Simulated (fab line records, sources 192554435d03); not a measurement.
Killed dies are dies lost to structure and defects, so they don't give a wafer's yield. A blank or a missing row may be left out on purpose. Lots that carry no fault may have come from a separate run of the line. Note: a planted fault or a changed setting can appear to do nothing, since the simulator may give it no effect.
Matching of chambers ; flow n5-finfet ; N5_BEOL_M5_VIA_ETCH_34 on rie-diel-02: 4 sister chambers
The step etches SiCOH lowk in C4F6/O2, target depth 88.3 nm, time 39.2 s. 24 wafers are shown with their chamber, then 12 later ones without.

WAFERS, EACH WITH ITS CHAMBER
wafer;chamber;drypump-motor-current-A (A);showerhead-plenum-p-Torr (Torr);rf-vpp-V (V)
L074.1;3;5.80;2.93;682
L074.4;2;5.46;2.97;668
L074.6;0;5.83;2.70;664
L075.2;2;5.46;2.97;666
L075.3;1;6.33;2.97;682
L075.5;0;5.84;2.70;666
L078.1;0;5.79;2.69;664
L078.5;0;5.81;2.69;664
L078.6;3;5.79;2.92;680
L081.2;3;5.83;2.92;681
L081.4;2;5.45;2.96;667
L081.5;2;5.45;2.96;666
L084.4;2;5.44;2.96;668
L084.5;1;6.31;2.96;681
L084.6;0;5.83;2.69;665
L087.4;0;5.85;2.69;663
L087.5;2;5.46;2.96;668
L087.6;1;6.32;2.96;680
L086.2;1;6.33;2.95;681
L086.5;3;5.80;2.92;664
L086.6;2;5.46;2.95;667
L088.1;3;5.81;2.92;664
L088.2;2;5.45;2.95;668
L088.4;0;5.84;2.69;665

SIGNATURES (means of the wafers above)
reading;chamber 0;chamber 1;chamber 2;chamber 3;scatter within a chamber
drypump-motor-current-A;5.8271;6.3225;5.4538;5.8060;0.0144
showerhead-plenum-p-Torr;2.6929;2.9600;2.9600;2.9220;0.00641
rf-vpp-V;664.43;681.00;667.25;674.20;4.25
Rule: a wafer lies at a distance from a chamber equal to the root of the sum of squares, over the readings, of (its reading less the chamber's mean, divided by the reading's scatter). If the next closest chamber is less than 2 further off than the closest, the wafer can't be placed; otherwise it belongs to the closest. The scatter is the square root of a quotient: the sum, over the shown wafers, of each reading's squared deviation from its chamber's mean, divided by wafers minus chambers.

WAFERS WITHOUT THEIR CHAMBER
wafer;drypump-motor-current-A (A);showerhead-plenum-p-Torr (Torr);rf-vpp-V (V)
L089.1;5.83;2.92;666
L089.5;5.47;2.95;666
L089.6;6.35;2.95;682
L092.1;5.83;2.69;665
L092.2;5.44;2.95;667
L092.3;6.30;2.95;680
L095.1;5.78;2.91;664
L095.4;6.32;2.95;681
L095.5;5.83;2.91;665
L096.1;6.32;2.95;680
L096.2;5.47;2.95;667
L096.4;5.81;2.91;664

WHICH CHAMBER EACH WENT THROUGH
wafer;from the rows above;in truth
L089.1;3;3
L089.5;2;2
L089.6;1;1
L092.1;0;0
L092.2;2;2
L092.3;1;1
L095.1;3;3
L095.4;1;1
L095.5;3;3
L096.1;1;1
L096.2;2;2
L096.4;3;3
Correctly placed: 12 of 12. From these rows, 0 cannot be placed. Placed wrongly: 0.
